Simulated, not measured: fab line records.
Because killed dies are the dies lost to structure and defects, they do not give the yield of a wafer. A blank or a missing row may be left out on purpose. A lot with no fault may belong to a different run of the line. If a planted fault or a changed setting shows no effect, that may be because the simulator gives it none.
A struck lot beside a sound one	flow n5Finfet	34 out of 1938 route steps
Sound: these wafers, L389.3, L389.4, L389.6. Struck: wafer L401.1. At the end, the cause is stated.
For every step that has rows: the tool of each side, followed by ch and its chambers, followed by its first start. Under that, the readings that differ: sound wafers	struck wafers	difference of the means	sigmas: that difference in standard deviations of wafers without a fault.
alike: words and numbers the same on both sides, and readings whose means are apart by under 2 such deviations; not compared: readings that were withheld, readings missing a value for some wafer, numbers with overlapping values and no deviation given by the record, and bounds like >300 which may hide the same value.
A row with sigmas, a row that says differs or no value, or rows on one side alone: a step with any of these is where the two part. Numbers that have no deviation but don't overlap get no sigmas and don't part them. A reading that every wafer of one side lacks parts them only if that side has two wafers or more.

first, 9 steps without rows for these wafers: N5_BEOL_M11_EXPOSE_08 (exposes mask M11); N5_BEOL_M11_PEB_09 (peb time 60 s); N5_BEOL_M11_DEVELOP_10 (develop time 30 s); N5_BEOL_M11_DESCUM_16 (chemistry O2, time 7.9 s); N5_BEOL_M11_ETCH_61 (etches SiARC in CF4, target depth 39 nm, time 65 s); N5_BEOL_M11_ETCH_62 (etches SOC in N2/H2, target depth 110 nm, overetch 22 nm, time 165 s); N5_BEOL_M11_STRIP_68 (strips in N2/H2); N5_BEOL_M11_STRIP_67 (strips in CF4); N5_BEOL_M11_HM_OPEN_17 (chemistry Cl2/BCl3, target TiN, target depth 20 nm, overetch 6 nm).
N5_BEOL_M11_STRIP_19: strips in O2.
  sound on rieDiel-06 ch 0,1,2, day 11 16:24; struck on rieDiel-06 ch 1, day 15 17:08
  alike: drypumpMotorCurrentA, oesProductAu, rfVppV, showerheadPlenumPTorr, throttleValvePct
  not compared: rfHoursCounterH
then, 23 steps without rows for these wafers: N5_BEOL_M11_COAT_63 (time 60 s, resist thk 100 nm); N5_BEOL_M11_COAT_64 (time 60 s, resist thk 30 nm); N5_BEOL_M11_COAT_22 (resist thk 90 nm); N5_BEOL_M11_EBR_24; N5_BEOL_M11_SOFTBAKE_23 (time 60 s); N5_BEOL_M11_EXPOSE_25 (exposes mask V10); N5_BEOL_M11_PEB_26 (peb time 60 s); N5_BEOL_M11_DEVELOP_27 (develop time 30 s); N5_BEOL_M11_DESCUM_33 (chemistry O2, time 7.9 s); N5_BEOL_M11_ETCH_65 (etches SiARC in CF4, target depth 39 nm, time 65 s); N5_BEOL_M11_ETCH_66 (etches SOC in N2/H2, target depth 120 nm, overetch 24 nm, time 180 s); N5_BEOL_M11_STRIP_69 (strips in N2/H2); N5_BEOL_M11_VIA_ETCH_34 (etches SiCOH lowk in C4F6/O2, target depth 184.5 nm, time 69.2 s); N5_BEOL_M11_STRIP_73 (strips in C4F6/O2); N5_BEOL_M11_STRIP_36 (strips in N2/H2); N5_BEOL_M11_TRENCH_ETCH_37 (etches SiCOH lowk in C4F6/O2, target depth 148.83 nm, time 48 s); N5_BEOL_M11_ETCH_41 (etches SiCN in CH3F/O2, target depth 42.6 nm, time 86 s); N5_BEOL_M11_STRIP_77 (strips in N2/H2, time 10 s); N5_BEOL_M11_HM_STRIP_39 (strips TiN in peroxide tin strip, target depth 25 nm, time 158 s); N5_BEOL_M11_SRD_40 (time 30 s); N5_BEOL_M11_PRECLEAN_42 (cleans in residue remover, time 60 s); N5_BEOL_M11_SRD_43 (time 30 s); N5_BEOL_M11_CURE_72 (cures SiCOH lowk, time 120 s).
-- record jumps: 2 days separate the struck wafers' starts on either side; left off in module BEOL_M11, taken up again in module PASSIVATION, whose first shown step is the route's number 1936 --
N5_PASSIVATION_PROBE_49:
  the record has rows for the struck wafers here (prober-02, day 17 18:23) and none for the sound ones

== WHERE THEY PART ==
Within this record, at N5_PASSIVATION_PROBE_49 only.

WHY: what the simulator had put in
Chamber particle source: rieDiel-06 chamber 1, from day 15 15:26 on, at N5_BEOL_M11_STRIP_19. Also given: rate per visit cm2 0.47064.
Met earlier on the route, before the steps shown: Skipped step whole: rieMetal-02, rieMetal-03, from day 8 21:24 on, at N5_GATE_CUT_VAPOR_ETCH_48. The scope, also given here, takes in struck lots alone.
